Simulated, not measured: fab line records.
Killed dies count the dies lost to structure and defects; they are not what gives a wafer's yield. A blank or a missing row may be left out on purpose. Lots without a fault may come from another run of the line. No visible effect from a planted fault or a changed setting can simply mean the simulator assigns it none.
Chamber matching || flow n5_finfet || N5_DUMMY_GATE_ETCH_32 on rie_si-05 has 4 sister chambers
The step etches SiO2 in CF4, target depth 3.5 nm, time 3.9 s. 14 wafers are shown with their chamber, then 7 later ones without.

== WAFERS WITH THEIR CHAMBER ==
{"wafer": "L074.3", "chamber": 0, "drypump_motor_current_A (A)": 5.7, "throttle_valve_pct (%)": 22.25, "oes_product_au (a.u.)": 1.044}
{"wafer": "L074.4", "chamber": 3, "drypump_motor_current_A (A)": 5.4, "throttle_valve_pct (%)": 21.53, "oes_product_au (a.u.)": 0.980}
{"wafer": "L074.5", "chamber": 0, "drypump_motor_current_A (A)": 5.7, "throttle_valve_pct (%)": 22.25, "oes_product_au (a.u.)": 1.034}
{"wafer": "L075.2", "chamber": 1, "drypump_motor_current_A (A)": 6.3, "throttle_valve_pct (%)": 21.68, "oes_product_au (a.u.)": 1.029}
{"wafer": "L075.5", "chamber": 2, "drypump_motor_current_A (A)": 5.0, "throttle_valve_pct (%)": 22.09, "oes_product_au (a.u.)": 0.988}
{"wafer": "L075.6", "chamber": 1, "drypump_motor_current_A (A)": 6.3, "throttle_valve_pct (%)": 21.70, "oes_product_au (a.u.)": 1.030}
{"wafer": "L076.1", "chamber": 3, "drypump_motor_current_A (A)": 5.4, "throttle_valve_pct (%)": 21.55, "oes_product_au (a.u.)": 0.964}
{"wafer": "L076.4", "chamber": 2, "drypump_motor_current_A (A)": 5.0, "throttle_valve_pct (%)": 22.06, "oes_product_au (a.u.)": 0.987}
{"wafer": "L076.6", "chamber": 1, "drypump_motor_current_A (A)": 6.3, "throttle_valve_pct (%)": 21.69, "oes_product_au (a.u.)": 1.016}
{"wafer": "L082.2", "chamber": 2, "drypump_motor_current_A (A)": 5.0, "throttle_valve_pct (%)": 22.06, "oes_product_au (a.u.)": 0.990}
{"wafer": "L082.3", "chamber": 0, "drypump_motor_current_A (A)": 5.7, "throttle_valve_pct (%)": 22.24, "oes_product_au (a.u.)": 1.037}
{"wafer": "L082.6", "chamber": 2, "drypump_motor_current_A (A)": 5.0, "throttle_valve_pct (%)": 22.09, "oes_product_au (a.u.)": 0.993}
{"wafer": "L090.1", "chamber": 0, "drypump_motor_current_A (A)": 5.7, "throttle_valve_pct (%)": 22.26, "oes_product_au (a.u.)": 1.052}
{"wafer": "L090.2", "chamber": 2, "drypump_motor_current_A (A)": 5.1, "throttle_valve_pct (%)": 22.09, "oes_product_au (a.u.)": 1.006}

SIGNATURES, as means of the wafers listed above
{"reading": "drypump_motor_current_A", "chamber 0": 5.700, "chamber 1": 6.300, "chamber 2": 5.020, "chamber 3": 5.400, "scatter within a chamber": 0.0283}
{"reading": "throttle_valve_pct", "chamber 0": 22.2500, "chamber 1": 21.6900, "chamber 2": 22.0780, "chamber 3": 21.5400, "scatter within a chamber": 0.013}
{"reading": "oes_product_au", "chamber 0": 1.04175, "chamber 1": 1.02500, "chamber 2": 0.99280, "chamber 3": 0.97200, "scatter within a chamber": 0.00826}
Rule: a wafer's distance from a chamber is the root of the sum, over the readings, of the square of ((its reading less the chamber's mean) divided by the reading's scatter). If the next closest chamber is less than 2 further off than the closest, the wafer can't be placed; otherwise it belongs to the closest. The scatter: take each reading less its chamber's mean, square it, sum over the shown wafers, divide by the number of wafers less the number of chambers, and take the root.

== WAFERS MISSING THEIR CHAMBER ==
{"wafer": "L090.5", "drypump_motor_current_A (A)": 5.7, "throttle_valve_pct (%)": 22.25, "oes_product_au (a.u.)": 1.052}
{"wafer": "L091.2", "drypump_motor_current_A (A)": 5.4, "throttle_valve_pct (%)": 21.56, "oes_product_au (a.u.)": 0.968}
{"wafer": "L091.3", "drypump_motor_current_A (A)": 6.2, "throttle_valve_pct (%)": 21.69, "oes_product_au (a.u.)": 1.018}
{"wafer": "L091.6", "drypump_motor_current_A (A)": 6.3, "throttle_valve_pct (%)": 21.69, "oes_product_au (a.u.)": 1.014}
{"wafer": "L096.1", "drypump_motor_current_A (A)": 5.4, "throttle_valve_pct (%)": 21.54, "oes_product_au (a.u.)": 0.969}
{"wafer": "L096.3", "drypump_motor_current_A (A)": 6.3, "throttle_valve_pct (%)": 21.69, "oes_product_au (a.u.)": 1.025}
{"wafer": "L096.5", "drypump_motor_current_A (A)": 6.3, "throttle_valve_pct (%)": 21.69, "oes_product_au (a.u.)": 1.031}

== THE CHAMBER EACH PASSED THROUGH ==
{"wafer": "L090.5", "from the rows above": 0, "in truth": 0}
{"wafer": "L091.2", "from the rows above": 3, "in truth": 3}
{"wafer": "L091.3", "from the rows above": 1, "in truth": 1}
{"wafer": "L091.6", "from the rows above": 1, "in truth": 1}
{"wafer": "L096.1", "from the rows above": 3, "in truth": 3}
{"wafer": "L096.3", "from the rows above": 1, "in truth": 1}
{"wafer": "L096.5", "from the rows above": 1, "in truth": 1}
7 of 7 placed correctly. Not placeable from these rows: 0. Number placed wrongly: 0.
